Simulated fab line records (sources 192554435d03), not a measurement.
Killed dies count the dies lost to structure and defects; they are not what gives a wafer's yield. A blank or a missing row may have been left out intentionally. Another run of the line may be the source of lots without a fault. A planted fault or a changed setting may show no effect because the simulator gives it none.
fab line records || flow n5Finfet
record: {"lots": 4, "wafers": 12, "lastDay": 17}
route steps=1938 shown BEOL_M7@1281 PASSIVATION@1936
lots with no fault: from the same line, run without faults
startH: hours from the record's first day to the start of the lot's first wafer shown || waitH: how many hours have passed since the lot's step before this one || " same as the row above || L1.1+2: several wafers, shown together as one row || - no value present, or no start provided || * or withheld: withheld || < > ~ a bound
route shown NAME@n: NAME is a module with steps in the file, n the number in the route of the first one || usual: mean and standard deviation over wafers with no fault || same: alike in all rows || chamber/n: place in a boat || sites: per-site readings || _std_site: standard deviation of those values || _edge_site: the outer-site mean with the inner-site mean subtracted || radiusMm: for every site, how far away it sits from the centre of the wafer || mask NAME#n: copy n || behind: the most recent tool/chamber to have shaped the wafer || hold: the reason the lot was held/the length of the hold in hours/how it ended || device: whichever transistor did not switch (one of n, p or np) || end of line: the tests these same wafers got at the end of their route || a step given without rows: its recipe and nothing more || killed: dies that structure and defects cost at the first sort, which is not the same as the wafer's yield || map: dies across one wafer; x = killed, . = not, _ = none there
set.NAME: setting as actually run; set.NAME@STEP: the setting as run at that earlier step || model.NAME: the simulator's own value behind a step, which no gauge read
a table for each step, a row for each wafer; lots at some steps of the route
services: when a tool's chamber went out of use (startH, in hours from the record's first day, below 0 if earlier), for how many hours, and the reason
== steps ==
step: N5_BEOL_M7_ETCH_62
recipe: {"chemistry": "N2/H2", "target": "SOC", "targetDepthA": 1100, "overetchA": 220, "maskMaterial": "SiARC", "tempC": 40, "timeS": 165, "ionEnergyEv": 200, "pressureMtorr": 30, "sourceW": 840, "biasW": 150, "n2FlowSccm": 200, "h2FlowSccm": 200}
step: N5_BEOL_M7_STRIP_68
recipe: {"chemistry": "N2/H2", "tempC": 40, "n2FlowSccm": 200, "h2FlowSccm": 200, "rfFrequencyHz": 6e+07}
step: N5_BEOL_M7_STRIP_67
recipe: {"chemistry": "CF4", "resist": "SiARC", "powerW": 300, "biasPowerW": 75, "pressureMtorr": 50, "cf4FlowSccm": 150, "rfFrequencyHz": 6e+07}
step: N5_BEOL_M7_HM_OPEN_17
recipe: {"chemistry": "Cl2/BCl3", "targetDepthA": 200, "overetchA": 60, "target": "TiN", "maskMaterial": "SOC", "ionEnergyEv": 150, "pressureMtorr": 10, "icpW": 1000, "biasW": 126, "Cl2_flow_sccm": 53.25, "bcl3FlowSccm": 21.75, "Ar_flow_sccm": 25}
step: N5_BEOL_M7_STRIP_19
recipe: {"chemistry": "O2", "powerW": 400, "tempC": 40, "pressureMtorr": 30, "rfFrequencyHz": 6e+07, "biasPowerW": 0, "overashFraction": 0.2, "o2FlowSccm": 225}
step: N5_BEOL_M7_COAT_63
recipe: {"resist": "SOC", "tempC": 250, "timeS": 60, "spinRpm": 1500, "resistThkNm": 60}
step: N5_BEOL_M7_COAT_64
recipe: {"resist": "SiARC", "tempC": 220, "timeS": 60, "spinRpm": 1500, "resistThkNm": 12}
step: N5_BEOL_M7_COAT_71
recipe: {"resist": "underlayer", "tempC": 205, "timeS": 60, "spinRpm": 1500, "resistThkNm": 5}
step: N5_BEOL_M7_COAT_22
recipe: {"resist": "CAR-EUV", "spinRpm": 1500, "resistThkNm": 30}
step: N5_BEOL_M7_EBR_24
recipe: {"solvent": "PGMEA", "ebrWidthMm": 1.5}
step: N5_BEOL_M7_SOFTBAKE_23
recipe: {"tempC": 110, "timeS": 60, "resist": "CAR-EUV"}
step: N5_BEOL_M7_EXPOSE_25
recipe: {"maskId": "V6", "na": 0.33, "sourceShape": "annular", "sigmaInner": 0.4, "sigmaOuter": 0.8, "polarization": "unpolarized", "targetCdNm": 40, "doseMj": 42.5}
usual: {"exposureDoseMJCm2": "42.40/0.075", "stageMsdNm": "0.88/0.04"}
same: {"na": 0.33}
{"lot.wafer": "L675.1", "tool": "euvScanner-01", "chamber": 0, "startH": 229.43, "waitH": "-", "mask": "V6#0", "exposureDoseMJCm2": 42.49, "stageMsdNm": 0.84}
{"lot.wafer": "L675.2", "tool": "euvScanner-01", "chamber": 0, "startH": 229.43, "waitH": "-", "mask": "V6#0", "exposureDoseMJCm2": 42.44, "stageMsdNm": 0.84}
{"lot.wafer": "L675.6", "tool": "euvScanner-01", "chamber": 0, "startH": 229.43, "waitH": "-", "mask": "V6#0", "exposureDoseMJCm2": 42.47, "stageMsdNm": 0.84}
{"lot.wafer": "L685.1", "tool": "euvScanner-01", "chamber": 0, "startH": 291.41, "waitH": "-", "mask": "V6#0", "exposureDoseMJCm2": 48.05, "stageMsdNm": 0.85}
{"lot.wafer": "L685.4", "tool": "euvScanner-01", "chamber": 0, "startH": 291.41, "waitH": "-", "mask": "V6#0", "exposureDoseMJCm2": 48.03, "stageMsdNm": 0.85}
{"lot.wafer": "L685.5", "tool": "euvScanner-01", "chamber": 0, "startH": 291.41, "waitH": "-", "mask": "V6#0", "exposureDoseMJCm2": 48.10, "stageMsdNm": 0.85}
{"lot.wafer": "L686.4", "tool": "euvScanner-01", "chamber": 0, "startH": 291.83, "waitH": "-", "mask": "V6#0", "exposureDoseMJCm2": 46.93, "stageMsdNm": 0.85}
{"lot.wafer": "L686.5", "tool": "euvScanner-01", "chamber": 0, "startH": 291.83, "waitH": "-", "mask": "V6#0", "exposureDoseMJCm2": 46.96, "stageMsdNm": 0.85}
{"lot.wafer": "L686.6", "tool": "euvScanner-01", "chamber": 0, "startH": 291.83, "waitH": "-", "mask": "V6#0", "exposureDoseMJCm2": 46.95, "stageMsdNm": 0.85}
{"lot.wafer": "L689.2", "tool": "euvScanner-02", "chamber": 0, "startH": 325.46, "waitH": "-", "mask": "V6#0", "exposureDoseMJCm2": 42.35, "stageMsdNm": 0.91}
{"lot.wafer": "L689.5", "tool": "euvScanner-02", "chamber": 0, "startH": 325.46, "waitH": "-", "mask": "V6#0", "exposureDoseMJCm2": 42.35, "stageMsdNm": 0.91}
{"lot.wafer": "L689.6", "tool": "euvScanner-02", "chamber": 0, "startH": 325.46, "waitH": "-", "mask": "V6#0", "exposureDoseMJCm2": 42.34, "stageMsdNm": 0.91}
step: N5_BEOL_M7_PEB_26
recipe: {"pebTempC": 100, "pebTimeS": 60, "resist": "CAR-EUV"}
step: N5_BEOL_M7_DEVELOP_27
recipe: {"developTimeS": 30, "developer": "TMAH", "resist": "CAR-EUV", "rinseLiquid": "surfactantRinse", "dry": "airSpin", "devTempC": 23}
step: N5_BEOL_M7_CD_MEAS_28
recipe: {"targetCdNm": 40, "landingEnergyEv": 500, "detector": "seInlens"}
usual: {"cdNm": "39.97/0.21"}
{"lot.wafer": "L675.1", "tool": "cdSem-01", "chamber": 0, "startH": 229.57, "waitH": "-", "cdNm": 39.95}
{"lot.wafer": "L675.2", "tool": "cdSem-01", "chamber": 0, "startH": 229.57, "waitH": "-", "cdNm": 40.09}
{"lot.wafer": "L675.6", "tool": "cdSem-01", "chamber": 0, "startH": 229.57, "waitH": "-", "cdNm": 40.37}
{"lot.wafer": "L685.1", "tool": "cdSem-01", "chamber": 0, "startH": 291.54, "waitH": "-", "cdNm": 42.41}
{"lot.wafer": "L685.4", "tool": "cdSem-01", "chamber": 0, "startH": 291.54, "waitH": "-", "cdNm": 42.48}
{"lot.wafer": "L685.5", "tool": "cdSem-01", "chamber": 0, "startH": 291.54, "waitH": "-", "cdNm": 42.60}
{"lot.wafer": "L686.4", "tool": "cdSem-02", "chamber": 0, "startH": 291.95, "waitH": "-", "cdNm": 42.26}
{"lot.wafer": "L686.5", "tool": "cdSem-02", "chamber": 0, "startH": 291.95, "waitH": "-", "cdNm": 41.84}
{"lot.wafer": "L686.6", "tool": "cdSem-02", "chamber": 0, "startH": 291.95, "waitH": "-", "cdNm": 41.86}
{"lot.wafer": "L689.2", "tool": "cdSem-02", "chamber": 0, "startH": 325.59, "waitH": "-", "cdNm": 40.03}
{"lot.wafer": "L689.5", "tool": "cdSem-02", "chamber": 0, "startH": 325.59, "waitH": "-", "cdNm": 40.03}
{"lot.wafer": "L689.6", "tool": "cdSem-02", "chamber": 0, "startH": 325.59, "waitH": "-", "cdNm": 39.81}
step: N5_BEOL_M7_DESCUM_33
recipe: {"chemistry": "O2", "timeS": 7, "sourcePowerW": 50, "biasPowerW": 20, "pressureMtorr": 20, "rfFrequencyHz": 2.712e+07, "tempC": 40, "resist": "CAR-EUV", "o2FlowSccm": 225}
usual: {"chamberPressureMTorr": "20.001/0.019", "drypumpMotorCurrentA": "5.7/0.53", "oesProductAu": "0.81/0.072", "rfVppV": "243.4/1.2", "showerheadPlenumPTorr": "2.12/0.063", "throttleValvePct": "20.33/0.2"}
{"lot.wafer": "L675.1", "tool": "rieDiel-02", "chamber": 0, "startH": 229.69, "waitH": 0.0, "chamberPressureMTorr": 20.018, "drypumpMotorCurrentA": 6.1, "oesProductAu": 0.75, "rfHoursCounterH": 157, "rfVppV": 244.6, "showerheadPlenumPTorr": 2.17, "throttleValvePct": 20.03, "model.BEOL_M7.cdNm": 40.2}
{"lot.wafer": "L675.2", "tool": "rieDiel-02", "chamber": 2, "startH": 229.69, "waitH": 0.0, "chamberPressureMTorr": 20.016, "drypumpMotorCurrentA": 5.1, "oesProductAu": 0.80, "rfHoursCounterH": 97, "rfVppV": 241.4, "showerheadPlenumPTorr": 2.02, "throttleValvePct": 20.49, "model.BEOL_M7.cdNm": 40.2}
{"lot.wafer": "L675.6", "tool": "rieDiel-02", "chamber": 0, "startH": 229.69, "waitH": 0.0, "chamberPressureMTorr": 20.003, "drypumpMotorCurrentA": 6.1, "oesProductAu": 0.75, "rfHoursCounterH": "-", "rfVppV": 244.9, "showerheadPlenumPTorr": 2.17, "throttleValvePct": 20.03, "model.BEOL_M7.cdNm": 40.2}
{"lot.wafer": "L685.1", "tool": "rieDiel-03", "chamber": 1, "startH": 291.74, "waitH": 0.1, "chamberPressureMTorr": 19.994, "drypumpMotorCurrentA": 6.6, "oesProductAu": 0.70, "rfHoursCounterH": 237, "rfVppV": 244.4, "showerheadPlenumPTorr": 2.14, "throttleValvePct": 20.52, "model.BEOL_M7.cdNm": 42.6}
{"lot.wafer": "L685.4", "tool": "rieDiel-03", "chamber": 0, "startH": 291.74, "waitH": 0.1, "chamberPressureMTorr": 20.005, "drypumpMotorCurrentA": 5.7, "oesProductAu": 0.88, "rfHoursCounterH": 49, "rfVppV": 242.7, "showerheadPlenumPTorr": 2.05, "throttleValvePct": 19.97, "model.BEOL_M7.cdNm": 42.6}
{"lot.wafer": "L685.5", "tool": "rieDiel-03", "chamber": 0, "startH": 291.74, "waitH": 0.1, "chamberPressureMTorr": 20.004, "drypumpMotorCurrentA": 5.7, "oesProductAu": 0.89, "rfHoursCounterH": "-", "rfVppV": 240.9, "showerheadPlenumPTorr": 2.05, "throttleValvePct": 19.97, "model.BEOL_M7.cdNm": 42.6}
{"lot.wafer": "L686.4", "tool": "rieDiel-02", "chamber": 2, "startH": 292.27, "waitH": 0.2, "chamberPressureMTorr": 19.991, "drypumpMotorCurrentA": 5.0, "oesProductAu": 0.78, "rfHoursCounterH": 117, "rfVppV": 242.8, "showerheadPlenumPTorr": 2.02, "throttleValvePct": 20.51, "model.BEOL_M7.cdNm": 42}
{"lot.wafer": "L686.5", "tool": "rieDiel-02", "chamber": 1, "startH": 292.27, "waitH": 0.2, "chamberPressureMTorr": 20.022, "drypumpMotorCurrentA": 5.8, "oesProductAu": 0.93, "rfHoursCounterH": "-", "rfVppV": 243.8, "showerheadPlenumPTorr": 2.05, "throttleValvePct": 20.46, "model.BEOL_M7.cdNm": 41.8}
{"lot.wafer": "L686.6", "tool": "rieDiel-02", "chamber": 0, "startH": 292.27, "waitH": 0.2, "chamberPressureMTorr": 19.984, "drypumpMotorCurrentA": 6.1, "oesProductAu": 0.73, "rfHoursCounterH": "-", "rfVppV": 242.8, "showerheadPlenumPTorr": 2.16, "throttleValvePct": 20.06, "model.BEOL_M7.cdNm": 41.8}
{"lot.wafer": "L689.2", "tool": "rieDiel-03", "chamber": 2, "startH": 325.71, "waitH": 0.0, "chamberPressureMTorr": 20.040, "drypumpMotorCurrentA": 6.4, "oesProductAu": 0.82, "rfHoursCounterH": 81, "rfVppV": 243.4, "showerheadPlenumPTorr": 2.20, "throttleValvePct": 20.26, "model.BEOL_M7.cdNm": 40.2}
{"lot.wafer": "L689.5", "tool": "rieDiel-03", "chamber": 1, "startH": 325.71, "waitH": 0.0, "chamberPressureMTorr": 19.993, "drypumpMotorCurrentA": 6.6, "oesProductAu": 0.69, "rfHoursCounterH": "-", "rfVppV": 242.1, "showerheadPlenumPTorr": 2.14, "throttleValvePct": 20.51, "model.BEOL_M7.cdNm": 40}
{"lot.wafer": "L689.6", "tool": "rieDiel-03", "chamber": 2, "startH": 325.71, "waitH": 0.0, "chamberPressureMTorr": 20.023, "drypumpMotorCurrentA": 6.4, "oesProductAu": 0.82, "rfHoursCounterH": "-", "rfVppV": 244.0, "showerheadPlenumPTorr": 2.20, "throttleValvePct": 20.26, "model.BEOL_M7.cdNm": 40.2}
step: N5_BEOL_M7_ETCH_72
recipe: {"chemistry": "N2/H2", "target": "underlayer", "targetDepthA": 65, "maskMaterial": "CAR-EUV", "timeS": 5.2, "ionEnergyEv": 200, "pressureMtorr": 30, "sourceW": 840, "biasW": 150, "n2FlowSccm": 200, "h2FlowSccm": 200, "ends": "cleared"}
step: N5_BEOL_M7_ETCH_65
recipe: {"chemistry": "CF4", "target": "SiARC", "targetDepthA": 156, "maskMaterial": "CAR-EUV", "timeS": 26, "ionEnergyEv": 80, "pressureMtorr": 40, "sourceW": 545, "biasW": 36, "Ar_flow_sccm": 100, "cf4FlowSccm": 100, "ends": "cleared"}
step: N5_BEOL_M7_ETCH_66
recipe: {"chemistry": "N2/H2", "target": "SOC", "targetDepthA": 800, "overetchA": 160, "maskMaterial": "SiARC", "tempC": 40, "timeS": 120, "ionEnergyEv": 200, "pressureMtorr": 30, "sourceW": 840, "biasW": 150, "n2FlowSccm": 200, "h2FlowSccm": 200}
step: N5_BEOL_M7_STRIP_69
recipe: {"chemistry": "N2/H2", "tempC": 40, "n2FlowSccm": 200, "h2FlowSccm": 200, "rfFrequencyHz": 6e+07}
step: N5_BEOL_M7_STRIP_73
recipe: {"chemistry": "N2/H2", "tempC": 40, "n2FlowSccm": 200, "h2FlowSccm": 200, "rfFrequencyHz": 6e+07}
step: N5_BEOL_M7_VIA_ETCH_34
recipe: {"chemistry": "C4F6/O2", "target": "SiCOH_lowk", "targetDepthA": 1255, "maskMaterial": "SOC", "taperDeg": 4, "timeS": 50.5, "ionEnergyEv": 250, "pressureMtorr": 30, "sourceW": 345, "biasW": 185, "Ar_flow_sccm": 300, "C4F6_flow_sccm": 10, "O2_flow_sccm": 10}
usual: {"chamberPressureMTorr": "29.998/0.028", "drypumpMotorCurrentA": "5.7/0.53", "oesProductAu": "0.80/0.071", "rfVppV": "667/5.2", "showerheadPlenumPTorr": "2.88/0.082", "throttleValvePct": "20.79/0.22"}
{"lot.wafer": "L675.1", "tool": "rieDiel-02", "chamber": 0, "startH": 229.87, "waitH": 0.0, "chamberPressureMTorr": 30.014, "drypumpMotorCurrentA": 6.1, "oesProductAu": 0.75, "rfHoursCounterH": 157, "rfVppV": 665, "showerheadPlenumPTorr": 2.94, "throttleValvePct": 20.47, "model.BEOL_M7.cdNm": 40.2}
{"lot.wafer": "L675.2", "tool": "rieDiel-02", "chamber": 2, "startH": 229.87, "waitH": 0.0, "chamberPressureMTorr": 29.992, "drypumpMotorCurrentA": 5.1, "oesProductAu": 0.80, "rfHoursCounterH": 98, "rfVppV": 660, "showerheadPlenumPTorr": 2.76, "throttleValvePct": 20.95, "model.BEOL_M7.cdNm": 40.2}
{"lot.wafer": "L675.6", "tool": "rieDiel-02", "chamber": 0, "startH": 229.87, "waitH": 0.0, "chamberPressureMTorr": 29.952, "drypumpMotorCurrentA": 6.1, "oesProductAu": 0.76, "rfHoursCounterH": "-", "rfVppV": 667, "showerheadPlenumPTorr": 2.94, "throttleValvePct": 20.48, "model.BEOL_M7.cdNm": 40.2}
{"lot.wafer": "L685.1", "tool": "rieDiel-03", "chamber": 1, "startH": 291.92, "waitH": 0.0, "chamberPressureMTorr": 29.994, "drypumpMotorCurrentA": 6.6, "oesProductAu": 0.70, "rfHoursCounterH": 237, "rfVppV": 666, "showerheadPlenumPTorr": 2.91, "throttleValvePct": 20.98, "model.BEOL_M7.cdNm": 42.6}
{"lot.wafer": "L685.4", "tool": "rieDiel-03", "chamber": 0, "startH": 291.92, "waitH": 0.0, "chamberPressureMTorr": 30.032, "drypumpMotorCurrentA": 5.6, "oesProductAu": 0.87, "rfHoursCounterH": 49, "rfVppV": 671, "showerheadPlenumPTorr": 2.78, "throttleValvePct": 20.42, "model.BEOL_M7.cdNm": 42.6}
{"lot.wafer": "L685.5", "tool": "rieDiel-03", "chamber": 0, "startH": 291.92, "waitH": 0.0, "chamberPressureMTorr": 30.004, "drypumpMotorCurrentA": 5.7, "oesProductAu": 0.87, "rfHoursCounterH": "-", "rfVppV": 673, "showerheadPlenumPTorr": 2.78, "throttleValvePct": 20.40, "model.BEOL_M7.cdNm": 42.4}
{"lot.wafer": "L686.4", "tool": "rieDiel-02", "chamber": 2, "startH": 292.45, "waitH": 0.0, "chamberPressureMTorr": 30.039, "drypumpMotorCurrentA": 5.1, "oesProductAu": 0.78, "rfHoursCounterH": 117, "rfVppV": 659, "showerheadPlenumPTorr": 2.75, "throttleValvePct": 20.98, "model.BEOL_M7.cdNm": 42}
{"lot.wafer": "L686.5", "tool": "rieDiel-02", "chamber": 1, "startH": 292.45, "waitH": 0.0, "chamberPressureMTorr": 30.005, "drypumpMotorCurrentA": 5.8, "oesProductAu": 0.91, "rfHoursCounterH": "-", "rfVppV": 664, "showerheadPlenumPTorr": 2.80, "throttleValvePct": 21.03, "model.BEOL_M7.cdNm": 41.6}
{"lot.wafer": "L686.6", "tool": "rieDiel-02", "chamber": 0, "startH": 292.45, "waitH": 0.0, "chamberPressureMTorr": 30.017, "drypumpMotorCurrentA": 6.1, "oesProductAu": 0.73, "rfHoursCounterH": "-", "rfVppV": 665, "showerheadPlenumPTorr": 2.93, "throttleValvePct": 20.50, "model.BEOL_M7.cdNm": 42}
{"lot.wafer": "L689.2", "tool": "rieDiel-03", "chamber": 2, "startH": 325.89, "waitH": 0.0, "chamberPressureMTorr": 30.049, "drypumpMotorCurrentA": 6.4, "oesProductAu": 0.81, "rfHoursCounterH": 81, "rfVppV": 660, "showerheadPlenumPTorr": 2.99, "throttleValvePct": 20.77, "model.BEOL_M7.cdNm": 40.2}
{"lot.wafer": "L689.5", "tool": "rieDiel-03", "chamber": 1, "startH": 325.89, "waitH": 0.0, "chamberPressureMTorr": 30.041, "drypumpMotorCurrentA": 6.6, "oesProductAu": 0.70, "rfHoursCounterH": "-", "rfVppV": 666, "showerheadPlenumPTorr": 2.91, "throttleValvePct": 20.97, "model.BEOL_M7.cdNm": 39.8}
{"lot.wafer": "L689.6", "tool": "rieDiel-03", "chamber": 2, "startH": 325.89, "waitH": 0.0, "chamberPressureMTorr": 30.001, "drypumpMotorCurrentA": 6.4, "oesProductAu": 0.82, "rfHoursCounterH": "-", "rfVppV": 660, "showerheadPlenumPTorr": 2.99, "throttleValvePct": 20.77, "model.BEOL_M7.cdNm": 40.2}
step: N5_BEOL_M7_STRIP_76
recipe: {"chemistry": "C4F6/O2", "resist": "SiARC", "rfFrequencyHz": 6e+07}
step: N5_PASSIVATION_PROBE_49
usual: {"defectLimitedYield": "91.3/1.4", "killed_at_M0_to_M3": "34/10", "killed_at_M4_up": "13/4.8", "killedAtContacts": "12/6.1", "killedAtFrontEnd": "40/11", "killedAtOther": "3.7/2.8", "killedDies": "103/16", "killedOpen": "67/12", "killedShort": "34/7.4", "sort_bin_5_function": "5.1/0.95", "sort_bin_6_memory": "3.2/0.62", "sortNPass": "1077/16", "sortYieldPct": "91.3/1.4"}
same: {"grossDies": 1180, "killedAtBackSide": 0, "sort_bin_4_leakage[%]": 0, "sort_bin_8_speed[%]": 0}
{"lot.wafer": "L675.1", "tool": "prober-01", "chamber": "-", "startH": 307.14, "waitH": 0.0, "defectLimitedYield[%]": 91.9, "killed_at_M0_to_M3": 41, "killed_at_M4_up": 3, "killedAtContacts": 15, "killedAtFrontEnd": 35, "killedAtOther": 2, "killedDies": 96, "killedOpen": 57, "killedShort": 39, "sort_bin_5_function[%]": 4.5, "sort_bin_6_memory[%]": 3.2, "sortNPass": 1084, "sortYieldPct[%]": 91.9}
{"lot.wafer": "L675.2", "tool": "prober-01", "chamber": "-", "startH": 307.19, "waitH": 0.1, "defectLimitedYield[%]": 89.5, "killed_at_M0_to_M3": 64, "killed_at_M4_up": 12, "killedAtContacts": 4, "killedAtFrontEnd": 41, "killedAtOther": 3, "killedDies": 124, "killedOpen": 71, "killedShort": 52, "sort_bin_5_function[%]": 6.3, "sort_bin_6_memory[%]": 3.9, "sortNPass": 1056, "sortYieldPct[%]": 89.5}
{"lot.wafer": "L675.6", "tool": "prober-01", "chamber": "-", "startH": 307.39, "waitH": 0.3, "defectLimitedYield[%]": 93.6, "killed_at_M0_to_M3": 21, "killed_at_M4_up": 13, "killedAtContacts": 9, "killedAtFrontEnd": 30, "killedAtOther": 2, "killedDies": 75, "killedOpen": 50, "killedShort": 23, "sort_bin_5_function[%]": 3.4, "sort_bin_6_memory[%]": 2.7, "sortNPass": 1105, "sortYieldPct[%]": 93.6}
{"lot.wafer": "L685.1", "tool": "prober-02", "chamber": "-", "startH": 371.73, "waitH": 0.0, "defectLimitedYield[%]": 92.7, "killed_at_M0_to_M3": 27, "killed_at_M4_up": 15, "killedAtContacts": 20, "killedAtFrontEnd": 23, "killedAtOther": 1, "killedDies": 86, "killedOpen": 54, "killedShort": 30, "sort_bin_5_function[%]": 4.1, "sort_bin_6_memory[%]": 2.9, "sortNPass": 1094, "sortYieldPct[%]": 92.7}
{"lot.wafer": "L685.4", "tool": "prober-02", "chamber": "-", "startH": 371.88, "waitH": 0.2, "defectLimitedYield[%]": 92.5, "killed_at_M0_to_M3": 29, "killed_at_M4_up": 16, "killedAtContacts": 22, "killedAtFrontEnd": 19, "killedAtOther": 3, "killedDies": 89, "killedOpen": 57, "killedShort": 31, "sort_bin_5_function[%]": 4.2, "sort_bin_6_memory[%]": 3.0, "sortNPass": 1091, "sortYieldPct[%]": 92.5}
{"lot.wafer": "L685.5", "tool": "prober-02", "chamber": "-", "startH": 371.93, "waitH": 0.2, "defectLimitedYield[%]": 94.5, "killed_at_M0_to_M3": 21, "killed_at_M4_up": 9, "killedAtContacts": 8, "killedAtFrontEnd": 27, "killedAtOther": 0, "killedDies": 65, "killedOpen": 42, "killedShort": 22, "sort_bin_5_function[%]": 3.1, "sort_bin_6_memory[%]": 1.9, "sortNPass": 1115, "sortYieldPct[%]": 94.5}
killed by level:class
L675.1 BEOL_M0_SAQP:geometricParticle:short=14 MOL_CONTACT_COAG:geometricParticle:open=11 BEOL_M0_SAQP:geometricParticle:open=10 FIN_SAQP:geometricParticle:open=7 FIN_SAQP:geometricParticle:short=6 ILD0:geometricParticle:short=5 GATE_CUT:geometricParticle:short=5 BEOL_M3:geometricParticle:open=5
L675.2 BEOL_M0_SAQP:geometricParticle:open=14 FIN_SAQP:geometricParticle:short=13 BEOL_M0_SAQP:geometricParticle:short=12 BEOL_M1:geometricParticle:open=9 BEOL_M0:geometricParticle:open=8 BEOL_M4:geometricParticle:open=6 STI_FIN_REVEAL:geometricParticle:open=5 BEOL_M2:geometricParticle:open=5
L675.6 STI_FIN_REVEAL:geometricParticle:open=9 FIN_SAQP:geometricParticle:open=7 BEOL_M2:geometricParticle:open=7 MOL_CONTACT_COAG:geometricParticle:open=5 FIN_SAQP:geometricParticle:short=4 MOL_CONTACT_COAG:geometricParticle:short=4 BEOL_M0_SAQP:geometricParticle:short=4 BEOL_M1:geometricParticle:short=3
L685.1 MOL_CONTACT_COAG:geometricParticle:open=15 BEOL_M1:geometricParticle:open=7 BEOL_M4:geometricParticle:open=7 BEOL_M0_SAQP:geometricParticle:short=6 FIN_SAQP:geometricParticle:short=5 BEOL_M2:geometricParticle:open=5 GATE_CUT:geometricParticle:short=4 MOL_CONTACT_COAG:geometricParticle:short=4
L685.4 MOL_CONTACT_COAG:geometricParticle:open=20 BEOL_M0_SAQP:geometricParticle:short=9 BEOL_M4:geometricParticle:open=7 FIN_SAQP:geometricParticle:short=5 BEOL_M1:geometricParticle:open=5 BEOL_M3:geometricParticle:short=4 GATE_CUT:geometricParticle:short=3 BEOL_M0:geometricParticle:open=3
L685.5 FIN_SAQP:geometricParticle:open=7 FIN_SAQP:geometricParticle:short=6 MOL_CONTACT_COAG:geometricParticle:open=6 BEOL_M0_SAQP:geometricParticle:short=5 BEOL_M3:geometricParticle:open=5 STARTING-WAFER:geometricParticle:open=5 BEOL_M0_SAQP:geometricParticle:open=4 BEOL_M4:geometricParticle:open=4
== services ==
{"tool": "euvScanner-02", "chamber": "-", "startH": 206.08, "hours": 1.0, "kind": "pm"}
{"tool": "rieDiel-02", "chamber": 1, "startH": 210.87, "hours": "-", "kind": "clean"}
{"tool": "rieDiel-02", "chamber": 1, "startH": 210.87, "hours": "-", "kind": "consumableReplace:focusRing"}
{"tool": "rieDiel-02", "chamber": 1, "startH": 210.87, "hours": 26.1, "kind": "scheduledDown"}
{"tool": "rieDiel-02", "chamber": 1, "startH": 210.87, "hours": 26.1, "kind": "ventCycle"}
{"tool": "rieDiel-03", "chamber": 3, "startH": 214.67, "hours": 3.1, "kind": "repair"}
{"tool": "rieDiel-02", "chamber": "-", "startH": 219.04, "hours": 0.7, "kind": "repair"}
{"tool": "euvScanner-01", "chamber": "-", "startH": 221.63, "hours": 1.0, "kind": "pm"}
{"tool": "rieDiel-03", "chamber": 2, "startH": 224.91, "hours": 9.3, "kind": "repair"}
{"tool": "euvScanner-02", "chamber": "-", "startH": 227.56, "hours": 5.2, "kind": "repair"}
{"tool": "euvScanner-01", "chamber": "-", "startH": 236.80, "hours": 4.6, "kind": "pm"}
{"tool": "rieDiel-03", "chamber": 0, "startH": 240.51, "hours": 12.8, "kind": "repair"}
{"tool": "euvScanner-01", "chamber": "-", "startH": 248.79, "hours": 1.0, "kind": "repair"}
{"tool": "euvScanner-02", "chamber": "-", "startH": 253.67, "hours": 1.0, "kind": "pm"}
{"tool": "rieDiel-02", "chamber": 3, "startH": 256.42, "hours": 2.8, "kind": "repair"}
{"tool": "rieDiel-02", "chamber": 3, "startH": 259.42, "hours": "-", "kind": "clean"}
{"tool": "rieDiel-02", "chamber": 3, "startH": 259.42, "hours": "-", "kind": "consumableReplace:focusRing"}
{"tool": "rieDiel-02", "chamber": 3, "startH": 259.42, "hours": 25.7, "kind": "scheduledDown"}
{"tool": "rieDiel-02", "chamber": 3, "startH": 259.42, "hours": 25.7, "kind": "ventCycle"}
{"tool": "rieDiel-02", "chamber": 2, "startH": 267.02, "hours": 6.3, "kind": "repair"}
{"tool": "euvScanner-01", "chamber": 0, "startH": 268.37, "hours": "-", "kind": "calibration"}
{"tool": "euvScanner-01", "chamber": "-", "startH": 277.78, "hours": 1.0, "kind": "pm"}
{"tool": "euvScanner-02", "chamber": "-", "startH": 309.82, "hours": 1.0, "kind": "pm"}
{"tool": "rieDiel-02", "chamber": "-", "startH": 315.20, "hours": 0.5, "kind": "repair"}
== key ==
firstSign: {"step": "N5_BEOL_M7_EXPOSE_25", "reading": "exposureDoseMJCm2", "direction": "up", "sigmas": 68, "usual": 42.40, "struck": 47.50}
effect: {"step": "N5_BEOL_M7_CD_MEAS_28", "reading": "cdNm", "direction": "up", "sigmas": 11, "usual": 39.97, "struck": 42.24, "through": "controlLoop"}
modelEffect: {"step": "N5_BEOL_M7_DESCUM_33", "value": "BEOL_M7.cdNm", "without": 39.93, "struck": 42.23}
modelEffect: {"step": "N5_BEOL_M7_VIA_ETCH_34", "value": "BEOL_M7.cdNm", "without": 39.93, "struck": 42.2}
metAt N5_BEOL_M7_EXPOSE_25
struckWafers L685.1,L685.4,L685.5,L686.4,L686.5,L686.6
loopTrim: {"step": "N5_BEOL_M7_EXPOSE_25", "setting": "dose", "lots": "L686"}
onsetBetween 229.43 291.41
fault: {"kind": "processParameterDrift", "tool": "euvScanner-01", "chamber": "-", "onsetH": 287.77, "steps": "N5_BEOL_M7_EXPOSE_25", "channel": "doseMj", "offset": 5.619, "shape": "step", "actsIn": "theseRecipesOnly", "stated": 42.5}
loopTrim: a control loop set the setting to another value than it would have without faults
